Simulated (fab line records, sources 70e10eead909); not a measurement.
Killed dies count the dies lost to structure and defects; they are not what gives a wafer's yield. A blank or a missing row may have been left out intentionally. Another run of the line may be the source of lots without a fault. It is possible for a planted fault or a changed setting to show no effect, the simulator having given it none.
fab line records + flow nand_harc + part 2 of 2: steps 20 to 27 of 27
[record]
- lots = 5
- wafers = 15
- last_day = 31
route steps=1302 shown A_STAIRCASE@826
lots that met no fault: from a run of the same line without faults
start_h: hours from the record's first day to the start of the lot's first wafer shown + wait_h: hours from the lot's prior step to this one + " unchanged from the row above + L1.1+2: a single row standing in for several wafers + - no value present, or no start provided + * or withheld: withheld + < > ~ a bound
route shown NAME@n: NAME is a module with steps in the file, n the number in the route of the first one + usual: the fault-free wafers' mean and standard deviation + same: alike in all rows + chamber/n: place in a boat + sites: the reading at each site + _std_site: standard deviation across them + _edge_site: outer sites' mean less inner sites' + radius_mm: for every site, how far away it sits from the centre of the wafer + mask NAME#n: copy n + behind: the tool/chamber that last shaped the wafer + hold: why the lot was held/for how many hours/how that ended + device: which transistor (n, p or np) failed to switch + end of line: the same wafers' tests at the end of the route + step lacking rows: just its recipe + killed: not the wafer's yield, but the dies lost to structure and defects at the first sort + map: a wafer's dies, x killed, . not, _ none there
set.NAME: setting as actually run; set.NAME@STEP: the setting as run at that earlier step + model.NAME: the simulator's own value behind a step, which no gauge read
lots seen at some steps along the route; tables by step, rows by wafer
services: the hour from which a tool's chamber was out of use, counted from the record's first day as start_h (under 0 if before that day), plus the number of hours and why
[[steps]]
[step NHARC_A_STAIRCASE_SRD_421]
| lot.wafer  | tool         | chamber | start_h | wait_h |
|------------|--------------|---------|---------|--------|
| L078.2+4+3 | wet_bench-01 | 7,0,2   | -       | -      |
| L081.2+4+5 | wet_bench-01 | 1,2,4   | -       | -      |
| L082.5+3+1 | wet_bench-01 | 6,7,2   | -       | -      |
| L085.4+5+3 | wet_bench-03 | 5,6,0   | -       | -      |
| L091.1+3+4 | wet_bench-03 | 4,6,7   | -       | -      |
[step NHARC_A_STAIRCASE_ALD_420]
[recipe]
- target_thk_a = 200
- pulse_time_s = 6
- ald_cycles = 200
- temp_c = 300
- material = SiO2
[usual]
- heater_power_w = 484/36
- precursor_pulse_height_rel = 0.999/0.021
| lot.wafer | tool      | chamber | start_h | wait_h | heater_power_w | precursor_pulse_height_rel | since_wet_clean_h |
|-----------|-----------|---------|---------|--------|----------------|----------------------------|-------------------|
| L078.4    | ald_hk-03 | 0       | 433.77  | -      | 505            | 0.964                      | 30                |
| L078.3    | "         | 2       | "       | "      | 472            | 0.979                      | 30                |
| L078.2    | "         | 3       | "       | "      | 543            | 1.011                      | 30                |
| L081.4    | ald_hk-04 | 0       | 462.61  | -      | 459            | 0.983                      | 19                |
| L081.2    | "         | 3       | "       | "      | 442            | 0.994                      | 20                |
| L081.5    | "         | 0       | "       | "      | 461            | 1.029                      | -                 |
| L082.1    | ald_hk-04 | 1       | 481.32  | -      | 447            | 0.990                      | 38                |
| L082.3    | "         | 2       | "       | "      | 511            | 1.001                      | 38                |
| L082.5    | "         | 0       | "       | "      | 464            | 1.026                      | -                 |
| L085.3    | ald_hk-01 | 0       | 496.28  | -      | 460            | 0.989                      | 9                 |
| L085.4    | "         | 1       | "       | "      | 427            | 1.000                      | 9                 |
| L085.5    | "         | 0       | "       | "      | 462            | 1.027                      | -                 |
| L091.1    | ald_hk-01 | 2       | 562.22  | -      | 524            | 1.035                      | 75                |
| L091.4    | "         | 0       | "       | "      | 451            | 0.998                      | 75                |
| L091.3    | "         | 1       | "       | "      | 456            | 1.001                      | 75                |
[step NHARC_A_STAIRCASE_CVD_552]
[recipe]
- target_thk_a = 400
- temp_c = 700
- pressure_mtorr = 300
- material = SiNx
[usual]
- spike_tc_centre_C = 700.0/1.3
- spike_tc_lower_C = 700.4/1.5
- zone_power_bottom_pct = 17.9/0.87
- zone_power_lower_pct = 10.8/1.7
| lot.wafer | tool     | chamber | start_h | wait_h | spike_tc_centre_C | spike_tc_lower_C | zone_power_bottom_pct | zone_power_lower_pct |
|-----------|----------|---------|---------|--------|-------------------|------------------|-----------------------|----------------------|
| L078.2    | lpcvd-01 | 0       | -       | -      | 700.7             | 699.3            | 17.2                  | 11.5                 |
| L078.3    | "        | 0       | "       | "      | 699.8             | 702.3            | 17.4                  | 11.5                 |
| L078.4    | "        | 0       | "       | "      | 701.0             | 702.7            | 17.3                  | 11.6                 |
| L081.2    | lpcvd-01 | 0       | -       | -      | 701.1             | 698.9            | 17.4                  | 11.6                 |
| L081.4    | "        | 0       | "       | "      | 699.2             | 700.5            | 17.2                  | 11.5                 |
| L081.5    | "        | 0       | "       | "      | 701.5             | 700.2            | 17.2                  | 11.6                 |
| L082.1    | lpcvd-02 | 1       | -       | -      | 699.6             | 698.4            | 16.9                  | 9.6                  |
| L082.3    | "        | 1       | "       | "      | 700.6             | 698.4            | 16.7                  | 9.8                  |
| L082.5    | "        | 1       | "       | "      | 701.9             | 701.8            | 16.4                  | 9.7                  |
| L085.3    | lpcvd-01 | 1       | -       | -      | 700.5             | 701.8            | 18.5                  | 9.2                  |
| L085.4    | "        | 1       | "       | "      | 699.3             | 701.0            | 18.3                  | 9.3                  |
| L085.5    | "        | 1       | "       | "      | 701.1             | 701.4            | 17.7                  | 9.2                  |
| L091.1    | lpcvd-02 | 0       | -       | -      | 698.1             | 696.1            | 19.0                  | 13.4                 |
| L091.3    | "        | 0       | "       | "      | 697.5             | 698.2            | 19.3                  | 13.6                 |
| L091.4    | "        | 0       | "       | "      | 699.1             | 697.4            | 18.8                  | 13.7                 |
[step NHARC_A_STAIRCASE_DEP_151]
[recipe]
- target_thk_a = 72000
- temp_c = 400
- target_thk_nm = 7200
- teos_flow_sccm = 200
- rf_w = 500
- material = SiO2
[usual]
- heater_power_w = 630/89
| lot.wafer | tool     | chamber | start_h | wait_h | heater_power_w | since_wet_clean_h |
|-----------|----------|---------|---------|--------|----------------|-------------------|
| L078.2    | pecvd-03 | 0       | 441.95  | 0.5    | 699            | 63                |
| L078.3    | "        | 1       | "       | "      | 758            | 63                |
| L078.4    | "        | 0       | "       | "      | 583            | -                 |
| L081.2    | pecvd-03 | 0       | 470.86  | 0.5    | 711            | 92                |
| L081.4    | "        | 2       | "       | "      | 534            | -                 |
| L081.5    | "        | 0       | "       | "      | 567            | -                 |
| L082.3    | pecvd-04 | 1       | 490.98  | 0.5    | 743            | 28                |
| L082.1    | "        | 2       | "       | "      | 708            | 28                |
| L082.5    | "        | 1       | "       | "      | 615            | -                 |
| L085.3    | pecvd-03 | 0       | 504.80  | 0.9    | 583            | 126               |
| L085.4    | "        | 1       | "       | "      | 619            | -                 |
| L085.5    | "        | 2       | "       | "      | 532            | -                 |
| L091.3    | pecvd-02 | 1       | 570.31  | 0.4    | 640            | 149               |
| L091.1    | "        | 2       | "       | "      | 803            | 149               |
| L091.4    | "        | 1       | "       | "      | 570            | -                 |
[step NHARC_A_STAIRCASE_ANNEAL_320]
[recipe]
- temp_c = 750
- time_s = 1800
[usual]
- spike_tc_centre_C = 751.4/1.5
- spike_tc_lower_C = 750.4/1.3
- zone_power_bottom_pct = 19.6/1.8
- zone_power_lower_pct = 12.1/0.88
| lot.wafer | tool       | chamber | start_h | wait_h | spike_tc_centre_C | spike_tc_lower_C | zone_power_bottom_pct | zone_power_lower_pct |
|-----------|------------|---------|---------|--------|-------------------|------------------|-----------------------|----------------------|
| L078.2    | furnace-08 | 0       | 446.30  | -      | 753.1             | 751.8            | 19.1                  | 12.7                 |
| L078.3    | "          | 0       | "       | "      | 750.2             | 753.4            | 18.7                  | 12.8                 |
| L078.4    | "          | 0       | "       | "      | 750.5             | 749.7            | 18.9                  | 12.7                 |
| L081.2    | furnace-08 | 0       | 475.39  | -      | 752.0             | 753.7            | 18.7                  | 12.7                 |
| L081.4    | "          | 0       | "       | "      | 751.4             | 750.9            | 18.8                  | 12.8                 |
| L081.5    | "          | 0       | "       | "      | 749.3             | 752.8            | 19.0                  | 12.7                 |
| L082.1    | furnace-03 | 0       | 500.66  | -      | 750.7             | 747.0            | 21.4                  | 11.1                 |
| L082.3    | "          | 0       | "       | "      | 752.4             | 750.3            | 21.7                  | 11.0                 |
| L082.5    | "          | 0       | "       | "      | 754.0             | 749.5            | 21.6                  | 11.1                 |
| L085.3    | furnace-06 | 0       | 510.71  | -      | 749.3             | 752.4            | 17.2                  | 12.9                 |
| L085.4    | "          | 0       | "       | "      | 750.9             | 749.7            | 17.6                  | 12.9                 |
| L085.5    | "          | 0       | "       | "      | 750.4             | 749.3            | 17.7                  | 13.1                 |
| L091.1    | furnace-06 | 0       | 576.47  | -      | 750.9             | 748.6            | 17.2                  | 12.7                 |
| L091.3    | "          | 0       | "       | "      | 749.3             | 749.6            | 17.5                  | 12.8                 |
| L091.4    | "          | 0       | "       | "      | 750.8             | 752.3            | 17.6                  | 13.0                 |
[step NHARC_A_STAIRCASE_DEP_322]
[recipe]
- target_thk_a = 72000
- temp_c = 400
- target_thk_nm = 7200
- teos_flow_sccm = 200
- rf_w = 500
- material = SiO2
[usual]
- heater_power_w = 623/81
| lot.wafer | tool     | chamber | start_h | wait_h | heater_power_w | since_wet_clean_h |
|-----------|----------|---------|---------|--------|----------------|-------------------|
| L078.2    | pecvd-03 | 2       | 449.67  | 0.1    | 554            | 71                |
| L078.3    | "        | 0       | "       | "      | 704            | 71                |
| L078.4    | "        | 1       | "       | "      | 622            | -                 |
| L081.2    | pecvd-03 | 0       | 478.77  | 0.1    | 721            | 100               |
| L081.5    | "        | 0       | "       | "      | 579            | -                 |
| L081.4    | "        | 2       | "       | "      | 523            | -                 |
| L082.3    | pecvd-04 | 0       | 504.14  | 0.2    | 580            | 41                |
| L082.1    | "        | 1       | "       | "      | 802            | 41                |
| L082.5    | "        | 1       | "       | "      | 614            | -                 |
| L085.3    | pecvd-02 | 2       | 514.15  | 0.2    | 660            | 93                |
| L085.5    | "        | 2       | "       | "      | 636            | -                 |
| L085.4    | "        | 0       | "       | "      | 447            | -                 |
| L091.3    | pecvd-02 | 2       | 579.99  | 0.2    | 772            | 159               |
| L091.1    | "        | 0       | "       | "      | 511            | 159               |
| L091.4    | "        | 1       | "       | "      | 559            | -                 |
[step NHARC_A_STAIRCASE_ANNEAL_323]
[recipe]
- temp_c = 750
- time_s = 1800
[usual]
- spike_tc_centre_C = 751.6/1.5
- spike_tc_lower_C = 750.7/1.2
- zone_power_bottom_pct = 19.4/1.7
- zone_power_lower_pct = 12.2/0.82
| lot.wafer | tool       | chamber | start_h | wait_h | spike_tc_centre_C | spike_tc_lower_C | zone_power_bottom_pct | zone_power_lower_pct |
|-----------|------------|---------|---------|--------|-------------------|------------------|-----------------------|----------------------|
| L078.2    | furnace-08 | 0       | 454.12  | -      | 751.3             | 752.6            | 18.8                  | 12.7                 |
| L078.3    | "          | 0       | "       | "      | 751.7             | 751.4            | 18.6                  | 12.6                 |
| L078.4    | "          | 0       | "       | "      | 751.9             | 751.8            | 18.8                  | 12.6                 |
| L081.2    | furnace-03 | 0       | 486.52  | -      | 752.6             | 748.1            | 21.7                  | 11.0                 |
| L081.4    | "          | 0       | "       | "      | 751.4             | 750.3            | 21.8                  | 11.0                 |
| L081.5    | "          | 0       | "       | "      | 752.2             | 748.8            | 21.6                  | 11.1                 |
| L082.1    | furnace-08 | 0       | 508.49  | -      | 754.6             | 752.6            | 18.8                  | 12.9                 |
| L082.3    | "          | 0       | "       | "      | 752.4             | 750.9            | 18.8                  | 12.8                 |
| L082.5    | "          | 0       | "       | "      | 752.9             | 751.7            | 18.8                  | 12.8                 |
| L085.3    | furnace-03 | 0       | 518.99  | -      | 751.6             | 750.2            | 21.8                  | 11.2                 |
| L085.4    | "          | 0       | "       | "      | 753.7             | 750.0            | 21.9                  | 11.3                 |
| L085.5    | "          | 0       | "       | "      | 751.8             | 750.8            | 21.8                  | 11.0                 |
| L091.1    | furnace-06 | 0       | 583.84  | -      | 750.1             | 750.3            | 17.4                  | 12.9                 |
| L091.3    | "          | 0       | "       | "      | 750.6             | 751.2            | 17.5                  | 12.7                 |
| L091.4    | "          | 0       | "       | "      | 749.6             | 750.1            | 17.5                  | 12.7                 |
[step NHARC_A_STAIRCASE_DEP_325]
[recipe]
- target_thk_a = 72000
- temp_c = 400
- target_thk_nm = 7200
- teos_flow_sccm = 200
- rf_w = 500
- material = SiO2
[usual]
- heater_power_w = 624/86
| lot.wafer | tool     | chamber | start_h | wait_h | heater_power_w | since_wet_clean_h |
|-----------|----------|---------|---------|--------|----------------|-------------------|
| L078.2    | pecvd-02 | 0       | 457.45  | 0.1    | 480            | 36                |
| L078.3    | "        | 2       | "       | "      | 712            | 37                |
| L078.4    | "        | 0       | "       | "      | 458            | -                 |
| L081.2    | pecvd-02 | 0       | 489.88  | 0.1    | 514            | 69                |
| L081.4    | "        | 0       | "       | "      | 453            | -                 |
| L081.5    | "        | 2       | "       | "      | 646            | -                 |
| L082.1    | pecvd-03 | 0       | 511.98  | 0.2    | 685            | 133               |
| L082.3    | "        | 1       | "       | "      | 705            | 133               |
| L082.5    | "        | 2       | "       | "      | 534            | -                 |
| L085.3    | pecvd-02 | 0       | 522.44  | 0.2    | 537            | 101               |
| L085.4    | "        | 2       | "       | "      | 638            | -                 |
| L085.5    | "        | 1       | "       | "      | 559            | -                 |
| L091.3    | pecvd-03 | 0       | 587.52  | 0.3    | 621            | 28                |
| L091.1    | "        | 1       | "       | "      | 700            | 28                |
| L091.4    | "        | 0       | "       | "      | 591            | -                 |
[[services]]
| tool           | chamber | start_h | hours | kind   |
|----------------|---------|---------|-------|--------|
| pecvd-02       | -       | 408.13  | 13.0  | pm     |
| wet_h3po4-02   | -       | 420.00  | 8.0   | pm     |
| rie_diel-10    | -       | 421.83  | 9.0   | pm     |
| ald_hk-04      | -       | 433.73  | 10.0  | pm     |
| rie_diel-10    | 1       | 444.88  | 5.8   | repair |
| wet_bench-03   | -       | 447.55  | 1.9   | repair |
| litho_track-03 | -       | 450.00  | 7.0   | pm     |
| pecvd-04       | -       | 450.44  | 13.0  | pm     |
| wet_bench-01   | -       | 453.60  | 8.0   | pm     |
| litho_track-05 | -       | 474.00  | 7.0   | pm     |
| furnace-08     | -       | 478.34  | 26.0  | pm     |
| pecvd-02       | -       | 481.12  | 0.6   | repair |
| rie_diel-11    | 2       | 494.38  | 2.8   | repair |
| pecvd-04       | 1       | 506.66  | 11.5  | repair |
| wet_bench-07   | -       | 512.00  | 8.0   | pm     |
| rie_diel-02    | -       | 529.25  | 1.3   | repair |
| rie_diel-11    | 2       | 531.46  | 11.6  | repair |
| pecvd-03       | -       | 547.06  | 13.0  | pm     |
| wet_bench-03   | -       | 562.40  | 8.0   | pm     |
| rie_diel-10    | 3       | 562.48  | 11.0  | repair |
| rie_diel-02    | -       | 571.15  | 9.0   | pm     |
| ald_hk-03      | -       | 572.19  | 10.0  | pm     |
| litho_track-02 | -       | 577.01  | 7.0   | pm     |
| pecvd-04       | 2       | 582.05  | 17.2  | repair |
